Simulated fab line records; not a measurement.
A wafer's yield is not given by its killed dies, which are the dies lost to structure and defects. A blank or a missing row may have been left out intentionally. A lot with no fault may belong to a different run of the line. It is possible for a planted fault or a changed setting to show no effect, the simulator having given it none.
fab line records	flow n5Finfet
record: lots: 24	wafers: 72	lastDay: 18
route steps=1938 shown BEOL_M9@1435
lots that met no fault: taken from a fault-free run of the same line
startH: start of the lot's first displayed wafer, in hours after the record's first day	waitH: how many hours have passed since the lot's step before this one	" as in the row above	L1.1+2: one row covering several wafers at once	- no value, or no start given	* or withheld: withheld	< > ~ a bound
route shown NAME@n: names a module that has steps shown in the file, with the first one's number in the route	usual: average and standard deviation across the fault-free wafers	same: alike in all rows	chamber/n: place in a boat	sites: per-site readings	_std_site: their standard deviation	_edge_site: outer sites' mean less inner sites'	radiusMm: for every site, how far away it sits from the centre of the wafer	mask NAME#n: copy n	behind: the most recent tool/chamber to have shaped the wafer	hold: why the lot was held/for how many hours/how that ended	device: names the non-switching transistor (n, p or np)	end of line: tests run on the same wafers once the route is complete	a step given without rows: its recipe and nothing more	killed: the dies lost at the first sort to structure and to defects; this is not the yield of the wafer	map: the dies of a wafer, with x for killed, . for not killed, _ for no die there
set.NAME: setting as actually run; set.NAME@STEP: the setting as run at that earlier step	model.NAME: the simulator's own value behind a step, which no gauge read
steps of the route over a sample of lots; a table a step, a row a wafer
services: the hour from which a tool's chamber was out of use, counted from the record's first day as startH (under 0 if before that day), plus the number of hours and why
== steps ==
step: N5_BEOL_M9_OVL_MEAS_29
recipe: pointsPerWafer: 522
usual: V8_OVL: 0.6/0.66
lot.wafer	tool	chamber	startH	waitH	V8_OVL[nm]
L074.2	overlay-02	0	206.73	0.0	0.2
L074.3	"	0	"	"	1.4
L074.4	"	0	"	"	0.5
L075.2	overlay-02	0	210.17	0.0	0.1
L075.4	"	0	"	"	1.7
L075.5	"	0	"	"	0.1
L076.1	overlay-02	0	214.61	0.0	1.7
L076.3	"	0	"	"	1.2
L076.4	"	0	"	"	1.9
L077.1	overlay-02	0	220.83	0.0	1.3
L077.4	"	0	"	"	1.3
L077.6	"	0	"	"	0.4
L078.1	overlay-01	0	221.00	0.0	-0.4
L078.3	"	0	"	"	0.6
L078.6	"	0	"	"	0.2
L079.1	overlay-02	0	229.42	0.0	1.3
L079.3	"	0	"	"	0.9
L079.5	"	0	"	"	1.0
L080.1	overlay-01	0	237.00	0.0	-0.5
L080.2	"	0	"	"	-0.1
L080.4	"	0	"	"	0.2
L081.1	overlay-02	0	256.52	0.0	1.3
L081.2	"	0	"	"	1.2
L081.3	"	0	"	"	1.6
L082.1	overlay-02	0	263.30	0.0	-0.1
L082.2	"	0	"	"	0.1
L082.6	"	0	"	"	0.0
L083.1	overlay-02	0	274.42	0.0	1.3
L083.2	"	0	"	"	1.0
L083.4	"	0	"	"	0.0
L084.1	overlay-02	0	282.41	0.0	-0.3
L084.3	"	0	"	"	0.4
L084.6	"	0	"	"	1.2
L085.2	overlay-02	0	282.58	0.0	0.3
L085.3	"	0	"	"	-0.4
L085.6	"	0	"	"	-0.2
L086.2	overlay-02	0	285.07	0.0	1.0
L086.3	"	0	"	"	-0.2
L086.4	"	0	"	"	0.7
L088.1	overlay-01	0	287.22	0.0	0.8
L088.2	"	0	"	"	0.0
L088.5	"	0	"	"	0.8
L087.2	overlay-02	0	296.58	0.0	0.8
L087.4	"	0	"	"	0.7
L087.6	"	0	"	"	-0.4
L089.1	overlay-01	0	296.85	0.0	0.3
L089.5	"	0	"	"	1.1
L089.6	"	0	"	"	0.7
L090.1	overlay-02	0	300.62	0.0	1.7
L090.3	"	0	"	"	1.8
L090.5	"	0	"	"	2.1
L094.2	overlay-01	0	325.18	0.0	-0.6
L094.5	"	0	"	"	0.5
L094.6	"	0	"	"	-0.6
L091.2	overlay-01	0	325.22	0.0	0.1
L091.3	"	0	"	"	-0.1
L091.4	"	0	"	"	-0.1
L092.1	overlay-02	0	328.22	0.0	-0.1
L092.2	"	0	"	"	0.9
L092.5	"	0	"	"	0.2
L093.2	overlay-01	0	331.05	0.1	0.7
L093.4	"	0	"	"	0.4
L093.6	"	0	"	"	1.0
L096.1	overlay-02	0	347.33	0.0	1.1
L096.2	"	0	"	"	0.9
L096.3	"	0	"	"	0.8
L095.1	overlay-02	0	347.87	0.0	-0.1
L095.3	"	0	"	"	0.1
L095.4	"	0	"	"	0.4
L097.1	overlay-01	0	348.95	0.0	1.7
L097.4	"	0	"	"	2.2
L097.5	"	0	"	"	0.3
step: N5_BEOL_M9_VIA_ETCH_34
recipe: chemistry: C4F6/O2	target: SiCOH_lowk	targetDepthA: 1824	maskMaterial: SOC	taperDeg: 4	timeS: 68.4	ionEnergyEv: 250	pressureMtorr: 30	sourceW: 345	biasW: 185	Ar_flow_sccm: 300	C4F6_flow_sccm: 10	O2_flow_sccm: 10
usual: drypumpMotorCurrentA: 5.7/0.53	oes_o_777_au: 0.78/0.088	oesProductAu: 0.79/0.091	rfVppV: 670/10	showerheadPlenumPTorr: 2.91/0.1	throttleValvePct: 20.93/0.25
lot.wafer	tool	chamber	startH	waitH	drypumpMotorCurrentA	oes_o_777_au	oesProductAu	rfHoursCounterH	rfVppV	showerheadPlenumPTorr	throttleValvePct
L074.2	rieDiel-06	0	207.00	0.0	5.1	0.73	0.73	162	664	2.72	20.89
L074.3	"	3	"	"	6.4	0.73	0.73	162	682	2.94	20.67
L074.4	"	1	"	"	6.6	0.83	0.86	44	669	3.00	20.51
L075.2	rieDiel-06	3	210.71	0.0	6.5	0.73	0.74	163	683	2.94	20.67
L075.4	"	1	"	"	6.6	0.82	0.86	-	669	2.99	20.51
L075.5	"	3	"	"	6.5	0.72	0.73	-	683	2.94	20.68
L076.1	rieDiel-06	3	214.89	0.0	6.5	0.72	0.73	165	685	2.94	20.68
L076.3	"	1	"	"	6.6	0.82	0.85	47	670	2.99	20.53
L076.4	"	1	"	"	6.6	0.82	0.86	-	669	2.99	20.52
L077.1	rieDiel-02	3	221.11	0.0	5.5	0.73	0.73	164	664	2.95	21.09
L077.4	"	1	"	"	5.6	0.99	0.97	12	668	2.99	20.97
L077.6	"	2	"	"	5.0	0.88	0.94	-	690	3.05	20.72
L078.1	rieDiel-02	1	221.65	0.0	5.6	0.99	0.97	12	670	2.99	20.97
L078.3	"	2	"	"	5.0	0.88	0.93	15	691	3.05	20.71
L078.6	"	0	"	"	5.2	0.76	0.73	-	655	2.93	21.21
L079.1	rieDiel-05	3	229.71	0.0	5.6	0.72	0.72	179	672	2.96	20.75
L079.3	"	2	"	"	5.0	0.70	0.72	206	666	2.95	21.46
L079.5	"	3	"	"	5.6	0.72	0.72	-	672	2.96	20.76
L080.1	rieDiel-02	1	237.27	0.0	5.7	0.98	0.96	17	668	2.99	20.98
L080.2	"	3	"	"	5.5	0.72	0.74	169	664	2.94	21.10
L080.4	"	2	"	"	5.0	0.86	0.94	20	690	3.05	20.73
L081.1	rieDiel-06	0	257.08	0.0	5.1	0.73	0.72	178	664	2.71	20.94
L081.2	"	3	"	"	6.5	0.72	0.71	178	684	2.93	20.69
L081.3	"	1	"	"	6.6	0.81	0.84	60	669	2.99	20.55
L082.1	rieDiel-05	3	263.59	0.0	5.6	0.71	0.71	189	670	2.95	20.77
L082.2	"	2	"	"	5.0	0.70	0.71	215	665	2.95	21.47
L082.6	"	0	"	"	6.2	0.72	0.71	-	666	2.68	21.04
L083.1	rieDiel-02	3	274.69	0.0	5.5	0.73	0.72	178	663	2.94	21.12
L083.2	"	1	"	"	5.7	0.95	0.92	27	667	2.99	21.00
L083.4	"	2	"	"	5.0	0.85	0.89	29	689	3.04	20.73
L084.1	rieDiel-05	2	282.70	0.0	5.0	0.69	0.70	221	663	2.94	21.48
L084.3	"	3	"	"	5.6	0.71	0.71	194	672	2.95	20.77
L084.6	"	2	"	"	5.0	0.69	0.70	-	665	2.94	21.46
L085.2	rieDiel-06	2	282.88	0.0	5.9	0.92	0.91	17	654	2.77	20.74
L085.3	"	3	"	"	6.6	0.70	0.72	187	683	2.93	20.70
L085.6	"	0	"	"	5.1	0.72	0.72	-	665	2.71	20.95
L086.2	rieDiel-05	1	285.34	0.0	5.7	0.80	0.82	78	680	2.86	20.84
L086.3	"	0	"	"	6.2	0.71	0.71	248	667	2.67	21.06
L086.4	"	3	"	"	5.6	0.71	0.71	195	671	2.95	20.79
L088.1	rieDiel-02	2	287.49	0.0	5.0	0.84	0.91	32	689	3.04	20.74
L088.2	"	3	"	"	5.5	0.72	0.72	181	664	2.94	21.12
L088.5	"	2	"	"	5.0	0.85	0.90	-	690	3.04	20.72
L087.2	rieDiel-05	3	296.85	0.0	5.6	0.71	0.71	198	672	2.95	20.80
L087.4	"	1	"	"	5.7	0.80	0.83	81	681	2.85	20.85
L087.6	"	0	"	"	6.1	0.72	0.71	-	665	2.67	21.08
L089.1	rieDiel-06	1	297.12	0.0	6.6	0.79	0.81	71	671	2.98	20.55
L089.5	"	1	"	"	6.6	0.79	0.81	-	670	2.98	20.56
L089.6	"	0	"	"	5.1	0.72	0.71	-	664	2.71	20.95
L090.1	rieDiel-02	2	300.91	0.0	5.0	0.84	0.89	35	688	3.04	20.74
L090.3	"	3	"	"	5.5	0.72	0.71	184	663	2.94	21.13
L090.5	"	1	"	"	5.6	0.94	0.91	-	668	2.98	21.00
L094.2	rieDiel-02	1	325.44	0.0	5.6	0.92	0.90	40	667	2.98	21.02
L094.5	"	0	"	"	5.2	0.74	0.71	-	655	2.92	21.24
L094.6	"	1	"	"	5.7	0.92	0.91	-	669	2.98	21.01
L091.2	rieDiel-05	2	325.49	0.0	5.0	0.69	0.69	235	666	2.94	21.50
L091.3	"	3	"	"	5.6	0.70	0.69	209	670	2.95	20.80
L091.4	"	1	"	"	5.7	0.80	0.80	-	681	2.85	20.87
L092.1	rieDiel-02	3	329.02	0.0	5.5	0.72	0.71	193	662	2.93	21.14
L092.2	"	2	"	"	5.0	0.83	0.87	44	689	3.04	20.75
L092.5	"	1	"	"	5.6	0.92	0.90	-	667	2.98	21.01
L093.2	rieDiel-02	0	331.31	0.0	5.2	0.73	0.70	201	655	2.92	21.27
L093.4	"	0	"	"	5.2	0.74	0.70	-	656	2.92	21.25
L093.6	"	1	"	"	5.7	0.92	0.91	-	666	2.98	21.03
L096.1	rieDiel-06	3	347.60	0.0	6.5	0.69	0.70	207	683	2.92	20.72
L096.2	"	1	"	"	6.6	0.77	0.81	85	670	2.98	20.57
L096.3	"	2	"	"	5.9	0.89	0.88	34	654	2.77	20.75
L095.1	rieDiel-05	1	348.15	0.0	5.7	0.79	0.79	101	679	2.85	20.88
L095.3	"	3	"	"	5.6	0.69	0.68	217	671	2.94	20.80
L095.4	"	0	"	"	6.2	0.95	0.96	4	678	3.01	20.70
L097.1	rieDiel-06	2	349.70	0.0	5.9	0.89	0.88	35	653	2.77	20.77
L097.4	"	1	"	"	6.6	0.78	0.82	86	668	2.98	20.57
L097.5	"	1	"	"	6.6	0.78	0.81	-	670	2.98	20.59
step: N5_BEOL_M9_DEGAS_44
recipe: ambient: vacuum	tempC: 250	timeS: 60
usual: heaterPowerW: 338/36
lot.wafer	tool	chamber	startH	waitH	heaterPowerW
L074.2	pvdSputter-01	-	207.82	0.2	364
L074.3	"	-	"	"	302
L074.4	"	-	"	"	342
L075.2	pvdSputter-03	-	211.89	0.6	405
L075.4	"	-	"	"	387
L075.5	"	-	"	"	350
L076.1	pvdSputter-03	-	215.68	0.3	412
L076.3	"	-	"	"	348
L076.4	"	-	"	"	389
L077.1	pvdSputter-01	-	222.60	0.9	370
L077.4	"	-	"	"	281
L077.6	"	-	"	"	359
L078.1	pvdSputter-02	-	223.18	0.9	310
L078.3	"	-	"	"	359
L078.6	"	-	"	"	311
L079.1	pvdSputter-02	-	231.60	1.4	313
L079.3	"	-	"	"	356
L079.5	"	-	"	"	360
L080.1	pvdSputter-02	-	238.87	1.1	318
L080.2	"	-	"	"	337
L080.4	"	-	"	"	302
L081.1	pvdSputter-01	-	258.02	0.4	360
L081.2	"	-	"	"	337
L081.3	"	-	"	"	303
L082.1	pvdSputter-02	-	264.70	0.6	316
L082.2	"	-	"	"	342
L082.6	"	-	"	"	335
L083.1	pvdSputter-01	-	275.58	0.4	289
L083.2	"	-	"	"	300
L083.4	"	-	"	"	334
L084.1	pvdSputter-01	-	283.53	0.3	305
L084.3	"	-	"	"	341
L084.6	"	-	"	"	304
L085.2	pvdSputter-03	-	283.83	0.2	346
L085.3	"	-	"	"	387
L085.6	"	-	"	"	355
L086.2	pvdSputter-01	-	287.97	2.0	300
L086.3	"	-	"	"	368
L086.4	"	-	"	"	285
L088.1	pvdSputter-01	-	288.31	0.3	295
L088.2	"	-	"	"	372
L088.5	"	-	"	"	341
L087.2	pvdSputter-03	-	297.95	0.5	352
L087.4	"	-	"	"	327
L087.6	"	-	"	"	404
L089.1	pvdSputter-03	-	298.11	0.5	344
L089.5	"	-	"	"	407
L089.6	"	-	"	"	331
L090.1	pvdSputter-01	-	301.83	0.4	301
L090.3	"	-	"	"	330
L090.5	"	-	"	"	284
L094.2	pvdSputter-01	-	326.28	0.3	290
L094.5	"	-	"	"	292
L094.6	"	-	"	"	340
L091.2	pvdSputter-03	-	326.58	0.4	384
L091.3	"	-	"	"	320
L091.4	"	-	"	"	347
L092.1	pvdSputter-03	-	330.13	0.6	415
L092.2	"	-	"	"	383
L092.5	"	-	"	"	324
L093.2	pvdSputter-02	-	332.10	0.2	338
L093.4	"	-	"	"	356
L093.6	"	-	"	"	358
L096.1	pvdSputter-02	-	348.90	0.8	314
L096.2	"	-	"	"	359
L096.3	"	-	"	"	310
L095.1	pvdSputter-01	-	349.25	0.6	344
L095.3	"	-	"	"	297
L095.4	"	-	"	"	375
L097.1	pvdSputter-01	-	352.16	1.9	367
L097.4	"	-	"	"	285
L097.5	"	-	"	"	280
step: N5_BEOL_M9_CMP_52
recipe: stopOn: SiCOH_lowk	tOverpolishS: 7	downForcePsi: 1	platenRpm: 50	clearingPlatenDownForcePsi: 1.5	clearingPlatenRpm: 50	postCmpClean: cuAlkaline	targetThkNm: 140	clearingPlatenPadVelocityMS: 0.99484	padVelocityMS: 0.99484
usual: barrierFieldEndpointS: 28.8/0.74	clearingPlatenDownForcePsi: 1.4999/0.0029	motorCurrentA: 5.9/0.53	overpolishRunS: 7.000/0.0087	timeToEndpointS: 65/3.5
lot.wafer	tool	chamber	startH	waitH	barrierFieldEndpointS	clearingPlatenDownForcePsi	motorCurrentA	overpolishRunS	timeToEndpointS
L074.3	cmp-02	1	209.56	0.2	28.6	1.5019	5.5	6.998	69
L074.2	"	3	"	"	28.4	1.5010	6.3	6.999	66
L074.4	"	0	"	"	27.8	1.5001	5.5	7.010	59
L075.4	cmp-02	2	213.72	0.2	28.9	1.4995	6.1	7.021	65
L075.2	"	3	"	"	29.1	1.5041	6.5	7.000	66
L075.5	"	1	"	"	28.7	1.5000	5.5	7.011	66
L076.4	cmp-04	3	217.51	0.1	28.8	1.5020	5.6	7.008	63
L076.1	"	1	"	"	28.9	1.5029	7.0	6.991	65
L076.3	"	2	"	"	27.0	1.4968	5.7	6.997	58
L077.1	cmp-03	0	223.96	0.3	30.2	1.5017	5.5	7.022	70
L077.4	"	1	"	"	29.4	1.4998	6.5	6.997	64
L077.6	"	0	"	"	29.9	1.5013	5.6	6.996	69
L078.1	cmp-04	0	224.72	0.5	27.5	1.4996	5.9	7.003	62
L078.3	"	1	"	"	28.1	1.5005	6.7	6.999	67
L078.6	"	3	"	"	28.4	1.5004	5.8	7.011	64
L079.1	cmp-03	3	232.74	0.3	29.3	1.4972	6.3	6.992	67
L079.3	"	0	"	"	29.8	1.5063	4.9	7.017	64
L079.5	"	2	"	"	29.5	1.4984	6.1	6.996	66
L080.4	cmp-02	2	240.07	0.1	29.1	1.5022	5.7	7.007	69
L080.2	"	3	"	"	29.4	1.5038	6.5	6.983	67
L080.1	"	0	"	"	27.6	1.5016	5.1	7.002	62
L081.2	cmp-03	0	259.25	0.2	29.0	1.5006	5.5	7.010	67
L081.3	"	2	"	"	28.4	1.5034	6.1	6.999	69
L081.1	"	3	"	"	28.4	1.5054	6.1	6.995	67
L082.1	cmp-03	0	268.50	0.3	29.0	1.4965	5.1	7.002	68
L082.2	"	2	"	"	28.7	1.5014	6.4	6.988	65
L082.6	"	3	"	"	28.7	1.5031	6.3	7.000	66
L083.2	cmp-02	3	277.00	0.3	28.4	1.5027	6.7	7.005	65
L083.1	"	0	"	"	27.6	1.4984	5.2	6.989	59
L083.4	"	1	"	"	29.3	1.4936	5.4	7.005	67
L084.1	cmp-04	2	286.07	0.3	27.9	1.5004	5.5	7.006	62
L084.3	"	3	"	"	28.2	1.5020	5.4	6.999	63
L084.6	"	3	"	"	28.5	1.5034	5.3	6.995	62
L085.2	cmp-02	0	286.93	0.2	28.0	1.4989	5.4	7.008	60
L085.3	"	3	"	"	28.7	1.5010	6.5	7.005	65
L085.6	"	0	"	"	27.8	1.4995	5.4	6.994	58
L086.4	cmp-04	3	289.24	0.2	29.3	1.5052	5.8	7.002	62
L086.2	"	0	"	"	28.8	1.4967	5.8	6.989	63
L086.3	"	1	"	"	29.2	1.5017	6.7	7.000	67
L088.2	cmp-02	1	289.62	0.3	29.2	1.5022	5.2	7.003	67
L088.1	"	2	"	"	28.8	1.4979	6.0	7.006	64
L088.5	"	0	"	"	27.9	1.4979	5.5	7.007	59
L089.1	cmp-04	1	300.22	0.3	28.9	1.4967	6.7	7.002	66
L089.6	"	1	"	"	29.3	1.4971	6.6	6.991	67
L089.5	"	2	"	"	27.5	1.4973	5.4	6.989	60
L087.2	cmp-02	3	300.70	0.7	28.9	1.4999	6.4	7.006	64
L087.4	"	2	"	"	29.4	1.4988	5.8	7.006	66
L087.6	"	3	"	"	29.1	1.5013	6.5	6.992	67
L090.1	cmp-04	2	303.09	0.3	28.4	1.4969	5.4	7.009	58
L090.3	"	3	"	"	28.3	1.4987	5.5	6.997	58
L090.5	"	2	"	"	27.8	1.4963	5.6	7.011	56
L094.2	cmp-03	2	327.69	0.3	29.8	1.4991	6.3	6.999	68
L094.6	"	0	"	"	29.8	1.4958	5.5	7.001	66
L094.5	"	1	"	"	28.5	1.4998	6.9	6.999	63
L091.4	cmp-03	3	329.14	0.2	29.2	1.4972	6.4	6.978	68
L091.3	"	0	"	"	28.7	1.4982	5.6	6.996	68
L091.2	"	1	"	"	27.8	1.4979	6.7	7.003	64
L092.1	cmp-04	1	331.93	0.3	28.9	1.4970	6.7	7.006	72
L092.2	"	0	"	"	29.5	1.4979	6.2	7.000	68
L092.5	"	2	"	"	27.9	1.5027	5.4	7.018	62
L093.4	cmp-04	1	333.31	0.1	30.2	1.5021	6.4	6.995	68
L093.2	"	0	"	"	29.1	1.5000	6.0	6.993	64
L093.6	"	1	"	"	29.2	1.5010	7.1	6.990	67
L096.2	cmp-02	2	350.97	0.2	29.0	1.5018	6.1	6.999	66
L096.1	"	3	"	"	28.8	1.4941	6.6	7.005	66
L096.3	"	1	"	"	29.8	1.4936	5.7	7.001	72
L095.3	cmp-03	0	351.24	0.2	29.4	1.4979	5.5	7.015	67
L095.1	"	1	"	"	28.1	1.5017	6.6	7.003	62
L095.4	"	2	"	"	29.8	1.5024	6.6	7.003	69
L097.1	cmp-03	2	353.44	0.3	28.4	1.4973	6.3	6.997	67
L097.4	"	3	"	"	29.4	1.4992	6.0	6.983	65
L097.5	"	0	"	"	30.2	1.4984	5.3	7.018	68
step: N5_BEOL_M9_THK_MEAS_53
recipe: thkMeasGauge: xrf	reads: Cu_of_BEOL_M9_ECD_50
usual: M9_THK: 142.2/2.9
lot.wafer	tool	chamber	startH	waitH	M9_THK[nm]
L074.2	filmMetro-01	-	209.86	-	143.7
L074.3	"	-	"	"	142.5
L074.4	"	-	"	"	142.6
L075.2	filmMetro-02	-	213.94	-	139.8
L075.4	"	-	"	"	145.2
L075.5	"	-	"	"	141.4
L076.1	filmMetro-01	-	217.81	-	137.9
L076.3	"	-	"	"	139.9
L076.4	"	-	"	"	140.0
L077.1	filmMetro-02	-	224.22	-	142.4
L077.4	"	-	"	"	145.8
L077.6	"	-	"	"	144.2
L078.1	filmMetro-01	-	224.98	-	144.6
L078.3	"	-	"	"	144.1
L078.6	"	-	"	"	139.1
L079.1	filmMetro-01	-	233.00	-	140.9
L079.3	"	-	"	"	142.6
L079.5	"	-	"	"	140.0
L080.1	filmMetro-01	-	240.37	-	144.5
L080.2	"	-	"	"	142.7
L080.4	"	-	"	"	142.7
L081.1	filmMetro-02	-	259.54	-	144.7
L081.2	"	-	"	"	140.8
L081.3	"	-	"	"	141.9
L082.1	filmMetro-01	-	268.76	-	141.3
L082.2	"	-	"	"	140.1
L082.6	"	-	"	"	144.9
L083.1	filmMetro-02	-	277.25	-	141.9
L083.2	"	-	"	"	146.9
L083.4	"	-	"	"	144.4
L084.1	filmMetro-02	-	286.37	-	139.3
L084.3	"	-	"	"	139.4
L084.6	"	-	"	"	142.3
L085.2	filmMetro-01	-	287.23	-	146.4
L085.3	"	-	"	"	137.0
L085.6	"	-	"	"	139.3
L086.2	filmMetro-01	-	289.50	-	140.9
L086.3	"	-	"	"	144.4
L086.4	"	-	"	"	138.7
L088.1	filmMetro-01	-	289.84	-	144.8
L088.2	"	-	"	"	142.4
L088.5	"	-	"	"	142.5
L089.1	filmMetro-02	-	300.51	-	140.7
L089.5	"	-	"	"	139.7
L089.6	"	-	"	"	142.9
L087.2	filmMetro-02	-	300.99	-	139.5
L087.4	"	-	"	"	142.3
L087.6	"	-	"	"	146.0
L090.1	filmMetro-01	-	303.38	-	140.4
L090.3	"	-	"	"	139.2
L090.5	"	-	"	"	144.0
L094.2	filmMetro-02	-	327.91	-	146.7
L094.5	"	-	"	"	137.5
L094.6	"	-	"	"	145.9
L091.2	filmMetro-02	-	329.40	-	139.5
L091.3	"	-	"	"	139.4
L091.4	"	-	"	"	141.3
L092.1	filmMetro-02	-	332.23	-	145.3
L092.2	"	-	"	"	146.1
L092.5	"	-	"	"	146.4
L093.2	filmMetro-02	-	333.60	-	142.6
L093.4	"	-	"	"	141.0
L093.6	"	-	"	"	147.2
L096.1	filmMetro-02	-	351.27	-	137.3
L096.2	"	-	"	"	142.1
L096.3	"	-	"	"	147.6
L095.1	filmMetro-01	-	351.54	-	141.7
L095.3	"	-	"	"	141.2
L095.4	"	-	"	"	149.6
L097.1	filmMetro-02	-	353.66	-	147.0
L097.4	"	-	"	"	140.8
L097.5	"	-	"	"	141.4
step: N5_BEOL_M9_DEP_56
recipe: material: SiCN	targetThkA: 150	tempC: withheld	precursor: 3MS/NH3	pressureTorr: 3	rfW: 202	timeS: 26.5
usual: showerheadPlenumPTorr: 3.667/0.014	throttleValvePct: 9.1/0.43
lot.wafer	tool	chamber	startH	waitH	showerheadPlenumPTorr	throttleValvePct
L074.2	pecvd-03	2	209.92	0.0	3.665	9.1
L074.3	"	0	"	"	3.642	9.7
L074.4	"	1	"	"	3.681	9.4
L075.2	pecvd-04	0	214.00	0.0	3.672	8.6
L075.4	"	2	"	"	3.673	8.5
L075.5	"	0	"	"	3.669	8.4
L076.1	pecvd-03	2	217.87	0.0	3.663	9.0
L076.3	"	0	"	"	3.637	9.4
L076.4	"	1	"	"	3.667	9.2
L077.1	pecvd-01	1	224.29	0.0	3.675	9.2
L077.4	"	1	"	"	3.659	9.5
L077.6	"	0	"	"	3.653	9.2
L078.1	pecvd-03	0	225.04	0.0	3.638	9.5
L078.3	"	1	"	"	3.695	9.5
L078.6	"	2	"	"	3.657	9.4
L079.1	pecvd-03	1	233.06	0.0	3.683	9.5
L079.3	"	0	"	"	3.642	9.4
L079.5	"	1	"	"	3.676	9.7
L080.1	pecvd-01	2	240.43	0.0	3.683	8.6
L080.2	"	1	"	"	3.675	9.2
L080.4	"	1	"	"	3.674	9.3
L081.1	pecvd-01	2	259.60	0.0	3.680	8.6
L081.2	"	0	"	"	3.667	9.1
L081.3	"	1	"	"	3.672	9.4
L082.1	pecvd-01	0	268.82	0.0	3.664	8.8
L082.2	"	2	"	"	3.681	8.4
L082.6	"	1	"	"	3.673	9.2
L083.1	pecvd-01	1	277.31	0.0	3.679	9.2
L083.2	"	2	"	"	3.685	8.2
L083.4	"	2	"	"	3.677	8.4
L084.1	pecvd-03	2	286.43	0.0	3.660	9.5
L084.3	"	0	"	"	3.649	9.6
L084.6	"	2	"	"	3.658	9.4
L085.2	pecvd-04	1	287.29	0.0	3.658	9.8
L085.3	"	0	"	"	3.669	8.9
L085.6	"	1	"	"	3.662	9.6
L086.2	pecvd-01	0	289.56	0.0	3.660	9.4
L086.3	"	1	"	"	3.675	9.5
L086.4	"	0	"	"	3.673	9.4
L088.1	pecvd-03	1	289.90	0.0	3.680	9.5
L088.2	"	2	"	"	3.659	9.3
L088.5	"	2	"	"	3.660	9.4
L089.1	pecvd-03	0	300.58	0.0	3.637	9.5
L089.5	"	0	"	"	3.646	9.2
L089.6	"	1	"	"	3.681	9.5
L087.2	pecvd-04	0	301.06	0.0	3.671	8.8
L087.4	"	2	"	"	3.682	8.3
L087.6	"	0	"	"	3.671	8.7
L090.1	pecvd-01	1	303.44	0.0	3.679	9.2
L090.3	"	0	"	"	3.660	9.1
L090.5	"	1	"	"	3.675	9.3
L094.2	pecvd-01	0	327.97	0.0	3.660	9.0
L094.5	"	0	"	"	3.665	9.2
L094.6	"	2	"	"	3.690	8.0
L091.2	pecvd-04	2	329.46	0.0	3.676	8.7
L091.3	"	0	"	"	3.668	8.8
L091.4	"	1	"	"	3.660	9.7
L092.1	pecvd-04	0	332.29	0.0	3.666	8.9
L092.2	"	2	"	"	3.670	8.4
L092.5	"	0	"	"	3.672	8.8
L093.2	pecvd-03	1	333.66	0.0	3.682	9.6
L093.4	"	1	"	"	3.683	9.6
L093.6	"	0	"	"	3.646	9.4
L096.1	pecvd-04	2	351.33	0.0	3.682	8.9
L096.2	"	0	"	"	3.679	8.6
L096.3	"	1	"	"	3.660	9.4
L095.1	pecvd-01	1	351.60	0.0	3.675	9.4
L095.3	"	2	"	"	3.685	8.5
L095.4	"	1	"	"	3.675	9.3
L097.1	pecvd-03	1	353.73	0.0	3.679	9.7
L097.4	"	0	"	"	3.643	9.5
L097.5	"	1	"	"	3.678	9.3
== services ==
tool	chamber	startH	hours	kind
pecvd-01	-	191.71	0.4	repair
cmp-04	-	206.72	4.0	pm
rieDiel-02	2	209.65	5.9	repair
cmp-04	-	211.32	2.4	repair
rieDiel-06	-	213.63	0.3	repair
cmp-03	-	218.25	0.6	repair
cmp-04	-	220.99	1.0	repair
cmp-03	-	235.84	10.2	pm
cmp-02	-	250.35	4.0	pm
cmp-04	-	253.81	7.0	pm
cmp-02	-	258.64	1.5	repair
pecvd-03	-	258.70	26.5	repair
cmp-03	-	261.17	4.2	repair
rieDiel-06	2	290.72	8.7	repair
cmp-04	-	297.49	1.3	repair
rieDiel-06	1	313.56	3.6	repair
cmp-03	-	318.55	6.7	pm
rieDiel-06	-	324.61	2.8	pm
pecvd-01	-	329.36	1.0	repair
cmp-04	-	330.03	0.5	repair
rieDiel-02	2	330.09	1.6	repair
cmp-04	-	335.82	1.4	repair
rieDiel-06	0	339.69	7.4	repair
pecvd-03	-	344.05	0.4	repair
== key ==
fault none
